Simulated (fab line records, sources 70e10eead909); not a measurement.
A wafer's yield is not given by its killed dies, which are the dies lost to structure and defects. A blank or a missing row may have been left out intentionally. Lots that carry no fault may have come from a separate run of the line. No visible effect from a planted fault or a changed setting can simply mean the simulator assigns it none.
2 desks looking at one fault :: flow nand_harc :: every desk sees just its own numbers, and what lay behind them comes last

THE TOOL OWNER'S DESK: arfi_scanner-03
The tool's own readings at NHARC_P_CONTACT_EXPOSE_09 (exposes mask P CA, target cd 90 nm): means of the sampled wafers that have a number, for each lot that ran on this tool. Marked OUT: a lot whose mean sits more than 4 standard deviations from the usual mean, which makes it out of limits; the brackets give that distance.
Columns: A = exposure_dose_mJ_cm2 at NHARC_P_CONTACT_EXPOSE_09, usual 81.18; B = reticle_temp_C at NHARC_P_CONTACT_EXPOSE_09, usual 23.00 C
lot: L368
first seen here: day 5 20:56
A: 81.17
B: 22.94

lot: L370
first seen here: day 6 13:10
A: 81.33
B: 23.02

lot: L377
first seen here: day 9 15:27
A: 81.19
B: 23.07

lot: L384
first seen here: day 12 15:32
A: 81.22
B: 23.02

lot: L388
first seen here: day 14 04:01
A: 41.03 (-99 or more) OUT
B: 22.78

lot: L390
first seen here: day 15 07:29
A: 49.13 (-99 or more) OUT
B: 23.01
This desk's verdict: out of limits on L388, L390, starting with L388 at day 14 04:01 (exposure_dose_mJ_cm2 at NHARC_P_CONTACT_EXPOSE_09). In limits: L368, L370, L377, L384.

FROM THE METROLOGY DESK
Means of the sampled wafers that have a number, per lot and without regard to the tool the lot ran on: this is what the gauges read. Marked OUT: a lot whose mean sits more than 4 standard deviations from the usual mean, which makes it out of limits; the brackets give that distance.
Columns: A = cd_nm at NHARC_P_CONTACT_CD_MEAS_12, usual 89.8 nm; B = cd_nm at NHARC_P_CONTACT_CD_MEAS_19, usual 89.4 nm
lot: L368
first seen here: day 5 21:04
A: 89.7
B: 90.6

lot: L370
first seen here: day 6 13:18
A: 90.2
B: 88.4

lot: L369
first seen here: day 6 13:55
A: 89.3
B: 89.1

lot: L371
first seen here: day 6 23:43
A: 89.9
B: 89.2

lot: L373
first seen here: day 7 21:05
A: 89.7
B: 88.3

lot: L375
first seen here: day 9 00:38
A: 89.7
B: 89.6

lot: L377
first seen here: day 9 15:35
A: 90.0
B: 89.4

lot: L378
first seen here: day 10 00:01
A: 89.6
B: 88.8

lot: L379
first seen here: day 10 08:43
A: 89.8
B: 90.3

lot: L380
first seen here: day 10 18:17
A: 90.3
B: 89.7

lot: L384
first seen here: day 12 15:40
A: 90.1
B: 90.3

lot: L388
first seen here: day 14 04:10
A: 48.7 (-77) OUT
B: 47.5 (-42) OUT

lot: L389
first seen here: day 14 16:48
A: 89.5
B: 89.7

lot: L390
first seen here: day 15 07:38
A: 58.8 (-58) OUT
B: 58.4 (-31) OUT
This desk's verdict: out of limits on L388, L390, starting with L388 at day 14 04:10 (cd_nm at NHARC_P_CONTACT_CD_MEAS_12). In limits: L368, L370, L369, L371, L373, L375, L377, L378, L379, L380, L384, L389.

BROUGHT TOGETHER
On L388, L390, at day 14 04:01, an alarm was possible from the tool owner's desk.
L388, L390 would have let the metrology desk raise an alarm at day 14 04:10.
NHARC_P_CONTACT_EXPOSE_09 was run on arfi_scanner-03 by each of the lots named.

WHAT THE SIMULATOR HAD PUT IN
Process parameter drift: arfi_scanner-03, from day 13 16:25 on, at NHARC_P_CONTACT_EXPOSE_09. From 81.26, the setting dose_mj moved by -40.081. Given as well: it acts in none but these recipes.
Shown lots that were struck: L388, L390.
Hours from the fault's start to each desk's first reading out of limits: the tool owner's desk, 12; the metrology desk, 12.
